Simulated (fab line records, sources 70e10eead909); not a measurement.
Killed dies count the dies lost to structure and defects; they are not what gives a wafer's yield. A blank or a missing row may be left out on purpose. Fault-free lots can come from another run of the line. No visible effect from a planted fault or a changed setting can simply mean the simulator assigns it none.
A lot that was struck, set against a sound lot | flow nand harc | 40 steps out of a route of 1159
Sound: these wafers, L731.1, L731.3, L731.6. Wafers L734.3, L734.5, L734.6 were the ones struck. The cause comes at the end.
Each step with rows lists, per side, the tool, then ch with its chambers, then its first start. Under that, the readings that differ: sound wafers | struck wafers | difference of the means | sigmas: that difference in standard deviations of wafers without a fault.
alike: readings whose means differ by less than 2 such deviations, and words and numbers that are the same on both sides. not compared: withheld readings, readings that some wafer has no value for, bounds like >300 that may hide the same value, and numbers for which the record gives no deviation and whose values overlap.
The two part at a step that has a row with sigmas, a row that says differs or no value, or rows on one side only. Non-overlapping numbers with no deviation appear without sigmas and do not part them. A reading missing from all wafers of one side parts the sides only when that side holds two or more wafers.

NHARC_P_M2_OVL_MEAS_10: pitch 340 nm.
  sound: overlay-01 at day 6 05:50; struck: overlay-01 at day 6 23:02
  alike: overlay x nm, overlay y nm
NHARC_P_M2_INSPECT_11:
  sound: defect inspect-02 at day 6 05:52; struck: defect inspect-02 at day 6 23:04
  alike: raw defect count
then, 3 steps without rows for these wafers: NHARC_P_M2_DESCUM_14 (chemistry O2, time 3 s); NHARC_P_M2_ETCH_35 (etches the open film in N2/H2, target depth 40 nm, overetch 12 nm, time 43.94 s); NHARC_P_M2_ETCH_15 (etches the open film in C4F8/Ar, target depth 182.5 nm, time 91.2 s).
NHARC_P_M2_CD_MEAS_16:
  sound: cd sem-02 at day 6 06:14; struck: cd sem-01 at day 6 23:26
  alike: cd nm
NHARC_P_M2_STRIP_18: strips in N2/H2.
  sound on rie diel-04 ch 0,1,2, day 6 06:20; struck on rie diel-04 ch 0,3, day 6 23:32
  alike: drypump motor current A, oes product au, rf vpp V, showerhead plenum p Torr, throttle valve pct
  not compared: rf hours counter h
then, 5 steps without rows for these wafers: NHARC_P_M2_ETCH_28 (etches the open film in CF4/N2, target depth 30 nm, time 72.99 s); NHARC_P_M2_STRIP_19 (strips in post etch residue remover, time 600 s); NHARC_P_M2_DEGAS_29 (time 60 s); NHARC_P_M2_PRE_CLEAN_30 (time 30 s); NHARC_P_M2_PVD_20 (deposits TaN, target thk 5 nm, time 8.06 s).
NHARC_P_M2_PVD_21: deposits Cu, target thk 30 nm, time 20.49 s.
  sound: pvd sputter-01 at day 6 07:10; struck: pvd sputter-03 at day 7 00:23
  alike: substrate temp c, throttle valve pct
then, 2 steps without rows for these wafers: NHARC_P_M2_ECD_22 (material Cu, target thk 400 nm); NHARC_P_M2_ANNEAL_31 (time 90 s).
NHARC_P_M2_CMP_23: polishes, t overpolish 20 s, target thk 144.3 nm.
  sound on cmp-02 ch 0,2,3, day 6 08:03; struck on cmp-04 ch 2,3, day 7 01:16
  alike: motor current A, time to endpoint s
then, 1 step without rows for these wafers: NHARC_P_M2_SRD_25.
NHARC_P_M2_PRE_CLEAN_32: time 12 s.
  sound on pecvd-03 ch 1,2, day 6 08:35; struck on pecvd-04 ch 0,2, day 7 01:49
  reading            | sound       | struck      | difference | sigmas
  heater power w (W) | 727 672 686 | 556 549 463 | -172       | -2
NHARC_P_M2_DEP_33: deposits SiCN, target thk 30 nm.
  sound on pecvd-03 ch 1,2, day 6 08:42; struck on pecvd-04 ch 0,2, day 7 01:57
  alike: heater power w, showerhead vpp V
then, 2 steps without rows for these wafers: NHARC_P_BONDPAD_DEP_00 (deposits SiCN, target thk 250 nm); NHARC_P_BONDPAD_CMP_32 (polishes SiCN, target thk 200 nm).
NHARC_P_BONDPAD_THK_MEAS_33: measures by ellipsometry.
  sound: film metro-01 at day 6 09:44; struck: film metro-02 at day 7 02:58
  alike: thk nm
then, 10 steps without rows for these wafers: NHARC_P_BONDPAD_SRD_34; NHARC_P_BONDPAD_DEHYDRATE_01 (time 120 s); NHARC_P_BONDPAD_HMDS_02 (time 30 s); NHARC_P_BONDPAD_COAT_36 (time 65 s); NHARC_P_BONDPAD_COAT_03 (resist thk 600 nm); NHARC_P_BONDPAD_SOFTBAKE_04 (time 70 s); NHARC_P_BONDPAD_EBR_05; NHARC_P_BONDPAD_EXPOSE_06 (exposes mask P BPAD); NHARC_P_BONDPAD_PEB_07 (peb time 80 s); NHARC_P_BONDPAD_DEVELOP_08 (time 50 s).
NHARC_P_BONDPAD_CD_MEAS_09 targets a cd of 500 nm.
  sound on cd sem-01 ch 0, day 6 10:18; struck on cd sem-03 ch 0, day 7 03:32
  alike: cd nm
NHARC_P_BONDPAD_OVL_MEAS_38:
  sound: overlay-01 at day 6 10:23; struck: overlay-02 at day 7 03:37
  alike: overlay x nm, overlay y nm
then, 2 steps without rows for these wafers: NHARC_P_BONDPAD_HARDBAKE_10 (time 65 s); NHARC_P_BONDPAD_DESCUM_11 (chemistry O2, time 3 s).
NHARC_P_BONDPAD_ETCH_37: etches the open film in N2/H2, target depth 60 nm, overetch 18 nm, time 65.91 s.
  sound on rie diel-11 ch 1,3, day 6 10:37; struck on rie diel-11 ch 0,3, day 7 03:52
  reading               | sound             | struck            | difference | sigmas
  oes product au (a.u.) | 1.017 1.017 1.007 | 1.005 0.994 0.997 | -0.015     | -2
  alike: drypump motor current A, rf vpp V, showerhead plenum p Torr, throttle valve pct
  not compared: rf hours counter h
then, 1 step without rows for these wafers: NHARC_P_BONDPAD_ETCH_12 (etches the open film in CHF3/O2, target depth 200 nm, time 100 s).
NHARC_P_BONDPAD_CD_MEAS_13:
  sound: cd sem-01 at day 6 10:58; struck: cd sem-02 at day 7 04:07
  alike: cd nm
-- record jumps: 13 days between struck wafers' starts before vs after; left off in module P_BONDPAD, resumes in module END, first step shown is number 1159 of the route --
NHARC_END_SORT_01:
  the record has rows for the struck wafers here (prober-02 ch 0, day 20 16:02) and none for the sound ones

WHERE THEY PART
First at NHARC_P_M2_PRE_CLEAN_32; last, within this record, at NHARC_END_SORT_01.

WHY: whatever the simulator had introduced
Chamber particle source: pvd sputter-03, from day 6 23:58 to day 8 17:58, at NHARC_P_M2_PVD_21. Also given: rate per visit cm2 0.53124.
